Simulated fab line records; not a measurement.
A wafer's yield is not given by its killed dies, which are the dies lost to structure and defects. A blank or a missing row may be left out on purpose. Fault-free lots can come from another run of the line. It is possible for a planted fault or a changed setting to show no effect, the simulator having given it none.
Struck lot and sound lot, side by side -- flow n5_finfet -- 37 steps out of a route of 1938
Sound: these wafers, L910.3, L910.4, L910.6. Struck: wafer L922.5 (left out: L922.3, L922.6 of the same lot, which were not struck); the cause appears at the end.
Per side, at each step with rows, come the tool, then ch with its chambers, and then its first start. Under that, the readings that differ: sound wafers -- struck wafers -- difference of the means -- sigmas: that difference in standard deviations of wafers without a fault.
alike: same words and numbers on both sides, and readings whose means sit less than 2 such deviations apart. not compared: any withheld reading, any reading some wafer has no value for, any bound like >300 that may hide the same value, and any number with overlapping values for which the record gives no deviation.
A row with sigmas, a row that says differs or no value, or rows on one side alone: a step with any of these is where the two part. When numbers do not overlap yet have no deviation, they are printed without sigmas and do not part them. Lack of a reading on every wafer of one side parts them only where that side has two or more wafers.

first, 9 steps without rows for these wafers: N5_SDB_COAT_04 (time 60 s, resist thk 18 nm); N5_SDB_COAT_05 (resist thk 90 nm); N5_SDB_EBR_07; N5_SDB_SOFTBAKE_06 (time 60 s); N5_SDB_EXPOSE_08 (exposes mask SDB); N5_SDB_PEB_09 (peb time 60 s); N5_SDB_DEVELOP_10 (develop time 30 s); N5_SDB_DESCUM_16 (chemistry O2, time 7.9 s); N5_SDB_ETCH_17 (etches SiARC in CF4, target depth 23.4 nm, time 39 s).
N5_SDB_ETCH_18: etches SOC in N2/H2, target depth 100 nm, overetch 20 nm, time 150 s.
  sound on rie_diel-03 ch 1,2, day 3 18:32; struck on rie_diel-05 ch 2, day 6 21:52
reading,sound,struck,difference,sigmas
rf_vpp_V (V),526.2 523.4 525.8,518.8,-6.3,-2
showerhead_plenum_p_Torr (Torr),2.63 2.50 2.63,2.41,-0.18,-2
model.etch.depth_nm (nm),100.2 100.3 100.1,85.57,-14.63,
model.SiARC_of_SDB_COAT_04.thk_nm (nm),12.8 12.4 12.8,14.2,+1.5,
  alike: drypump_motor_current_A, oes_product_au, temp_c, throttle_valve_pct
  not compared: bias_w, rf_hours_counter_h
then, 26 steps without rows for these wafers: N5_SDB_STRIP_19 (strips in N2/H2); N5_SDB_STRIP_21 (strips in CF4); N5_SDB_HM_OPEN_20 (chemistry CH3F/O2, target SiNx, stops on poly-Si, target depth 24 nm); N5_SDB_STRIP_22 (strips in N2/H2); N5_SDB_PRECLEAN_23 (cleans in dHF, time 30 s); N5_SDB_DUMMY_REMOVE_24 (chemistry TMAH, target poly-Si, stops on SiO2, target depth 142 nm, time 57 s, rinse time 30 s); N5_SDB_ETCH_25 (etches SiO2 in C4F6/O2, target depth 10 nm, time 3.3 s); N5_SDB_CUT_ETCH_26 (etches Si in HBr/Cl2/O2, target depth 129.6 nm, bt time 20 s, time 51.8 s); N5_SDB_PRECLEAN_38 (cleans in dHF, time 10 s); N5_SDB_PRECLEAN_39 (cleans in O3/DIW, time 45 s); N5_SDB_SRD_28 (time 30 s); N5_SDB_ALD_29 (deposits SiNx, target thk 30 nm, pulse time 1 s, ald cycles 600); N5_SDB_CMP_30 (polishes, stops on poly-Si, t overpolish 1.54 s, target thk 30 nm); N5_DUMMY_REMOVAL_HM_STRIP_01 (strips SiNx in CH3F/O2, stops on poly-Si, target depth 4 nm, time 6.8 s); N5_DUMMY_REMOVAL_STRIP_10 (strips in N2/H2, time 40 s); N5_DUMMY_REMOVAL_PRECLEAN_07 (cleans in dHF, time 30 s); N5_DUMMY_REMOVAL_DUMMY_REMOVE_02 (chemistry TMAH, target poly-Si, stops on SiO2, target depth 142 nm, time 57 s, rinse time 30 s); N5_DUMMY_REMOVAL_PRECLEAN_08 (cleans in NF3:NH3, afs cycles 2, time 20 s, sublimation time 60 s); N5_DUMMY_REMOVAL_PRECLEAN_04 (cleans in DHF, time 37 s); N5_DUMMY_REMOVAL_SRD_05 (time 30 s); N5_HKMG_FIN_IL_REGROW_00 (material SiO2, chemistry O3, target thk 0.75 nm, time 30 s); N5_HKMG_FIN_HK_ALD_01 (deposits HfO2, target thk 1.6 nm, pulse time 3 s, purge time 3 s); N5_HKMG_FIN_HK_ANNEAL_02 (time 30 s); N5_HKMG_FIN_ALD_74 (deposits La2O3, target thk 0.5 nm, pulse time 6 s, co reactant pulse time 1 s); N5_HKMG_FIN_ALD_75 (deposits Al2O3, target thk 1 nm, co reactant pulse time 1 s); N5_HKMG_FIN_COAT_41 (time 60 s, resist thk 300 nm).
-- the record jumps here: 9 days lie between the struck wafers' starts before and after (it left off in module HKMG_FIN and takes up again in module PASSIVATION, whose first step shown is number 1936 of the route) --
N5_PASSIVATION_PROBE_49:
  record: rows for the struck wafers here (prober-01, day 16 02:19), none for the sound ones

WHERE THEY PART
At N5_SDB_ETCH_18 first; at N5_PASSIVATION_PROBE_49 last (within this record only).

WHY: what had been put in by the simulator
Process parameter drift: rie_diel-05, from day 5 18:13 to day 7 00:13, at N5_SDB_ETCH_18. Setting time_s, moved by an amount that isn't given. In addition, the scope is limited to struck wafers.
